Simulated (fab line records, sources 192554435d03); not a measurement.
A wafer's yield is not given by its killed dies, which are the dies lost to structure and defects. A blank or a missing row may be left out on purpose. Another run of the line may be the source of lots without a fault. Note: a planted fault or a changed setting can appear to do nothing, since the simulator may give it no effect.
Comparing a struck lot with a sound one    flow n5 finfet    36 out of 1938 route steps
Sound: the wafers L375.4, L375.5, L375.6. Wafers L385.3, L385.4, L385.6 were the ones struck. At the end, the cause is stated.
Order at every step that has rows: each side's tool, ch and its chambers, its first start. Under that, the readings that differ: sound wafers    struck wafers    difference of the means    sigmas: that difference in standard deviations of wafers without a fault.
alike: readings whose means differ by less than 2 such deviations, and words and numbers that are the same on both sides. not compared: withheld readings, readings that some wafer has no value for, bounds like >300 that may hide the same value, and numbers for which the record gives no deviation and whose values overlap.
A row with sigmas, a row that says differs or no value, or rows on one side alone: a step with any of these is where the two part. When numbers do not overlap yet have no deviation, they are printed without sigmas and do not part them. A reading missing from all wafers of one side parts the sides only when that side holds two or more wafers.

first, 10 steps without rows for these wafers: N5_BEOL_M5_ILD_DEP_00 (deposits SiCOH lowk from DEMS/porogen, target thk 140.64 nm, time 25.9 s); N5_BEOL_M5_CURE_79 (cures SiCOH lowk, time 240 s); N5_BEOL_M5_PECVD_70 (deposits SiO2 from TEOS/O2, target thk 16 nm, time 18 s); N5_BEOL_M5_HM_DEP_02 (deposits TiN, target thk 20 nm); N5_BEOL_M5_COAT_59 (time 60 s, resist thk 60 nm); N5_BEOL_M5_COAT_60 (time 60 s, resist thk 12 nm); N5_BEOL_M5_COAT_71 (time 60 s, resist thk 5 nm); N5_BEOL_M5_COAT_05 (resist thk 30 nm); N5_BEOL_M5_EBR_07; N5_BEOL_M5_SOFTBAKE_06 (time 60 s).
N5_BEOL_M5_EXPOSE_08: exposes mask M5, target cd 28 nm.
  sound on euv scanner-01 ch 0, day 8 15:55; struck on euv scanner-01 ch 0, day 11 11:01
reading               sound              struck             difference  sigmas
exposure dose mJ cm2  35.71 35.67 35.66  38.09 38.08 38.09  +2.41       +57
  alike: mask
then, 2 steps without rows for these wafers: N5_BEOL_M5_PEB_09 (peb time 60 s); N5_BEOL_M5_DEVELOP_10 (develop time 30 s).
N5_BEOL_M5_CD_MEAS_11: the cd target is 27.74 nm.
  sound on cd sem-03 ch 0, day 8 16:01; struck on cd sem-03 ch 0, day 11 11:07
reading     sound              struck             difference  sigmas
cd nm (nm)  28.32 27.87 27.89  29.43 29.51 29.23  +1.36       +5
N5_BEOL_M5_DESCUM_16: chemistry O2, time 7 s.
  sound on rie diel-06 ch 0,2,3, day 8 16:22; struck on rie diel-03 ch 1,2, day 11 11:14
reading                   sound       struck          difference  sigmas
model.BEOL_M5.cd nm (nm)  28.2 28 28  29.4 29.4 29.4  +1.3        
  alike: drypump motor current A, o2 flow sccm, oes product au, rf vpp V, showerhead plenum p Torr, throttle valve pct
  not compared: rf hours counter h
then, 8 steps without rows for these wafers: N5_BEOL_M5_ETCH_72 (etches underlayer in N2/H2, target depth 6.5 nm, time 5.2 s); N5_BEOL_M5_ETCH_61 (etches SiARC in CF4, target depth 15.6 nm, time 26 s); N5_BEOL_M5_ETCH_62 (etches SOC in N2/H2, target depth 75 nm, overetch 15 nm, time 112.5 s); N5_BEOL_M5_STRIP_63 (strips in N2/H2); N5_BEOL_M5_STRIP_73 (strips in N2/H2); N5_BEOL_M5_STRIP_64 (strips in CF4); N5_BEOL_M5_HM_OPEN_17 (chemistry Cl2/BCl3, target TiN, target depth 20 nm, overetch 6 nm); N5_BEOL_M5_STRIP_19 (strips in O2).
N5_BEOL_M5_CD_MEAS_18: pitch 56 nm, target cd 28 nm.
  sound on cd sem-03 at day 8 16:49; struck on cd sem-03 at day 11 11:47
reading     sound              struck             difference  sigmas
cd nm (nm)  28.34 27.90 27.84  29.45 29.59 29.43  +1.46       +5
then, 11 steps without rows for these wafers: N5_BEOL_M5_COAT_65 (time 60 s, resist thk 60 nm); N5_BEOL_M5_COAT_66 (time 60 s, resist thk 12 nm); N5_BEOL_M5_COAT_74 (time 60 s, resist thk 5 nm); N5_BEOL_M5_COAT_22 (resist thk 30 nm); N5_BEOL_M5_EBR_24; N5_BEOL_M5_SOFTBAKE_23 (time 60 s); N5_BEOL_M5_EXPOSE_25 (exposes mask V4, defocus 10 nm); N5_BEOL_M5_PEB_26 (peb time 60 s); N5_BEOL_M5_DEVELOP_27 (develop time 30 s); N5_BEOL_M5_DESCUM_33 (chemistry O2, time 7 s); N5_BEOL_M5_ETCH_75 (etches underlayer in N2/H2, target depth 6.5 nm, time 5.2 s).
N5_BEOL_M5_ETCH_41: etches SiCN in CH3F/O2, target depth 31.5 nm, time 56.7 s.
  sound on rie diel-01 ch 1,2; struck on rie diel-01 ch 0,1,2
reading                   sound       struck          difference  sigmas
model.BEOL_M5.cd nm (nm)  28 28 27.8  29.4 29.8 29.6  +1.7        
  alike: drypump motor current A, oes product au, rf vpp V, showerhead plenum p Torr, throttle valve pct
  not compared: rf hours counter h

## WHERE THEY PART
At N5_BEOL_M5_EXPOSE_08 first; at N5_BEOL_M5_CD_MEAS_18 last (within this record only). Later steps at which nothing parts them and some readings are alike: N5_BEOL_M5_ETCH_41.

WHY: what the simulator had put in
Process parameter drift: euv scanner-01, from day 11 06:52 on, at N5_BEOL_M5_EXPOSE_08. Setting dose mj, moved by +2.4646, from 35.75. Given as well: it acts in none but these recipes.
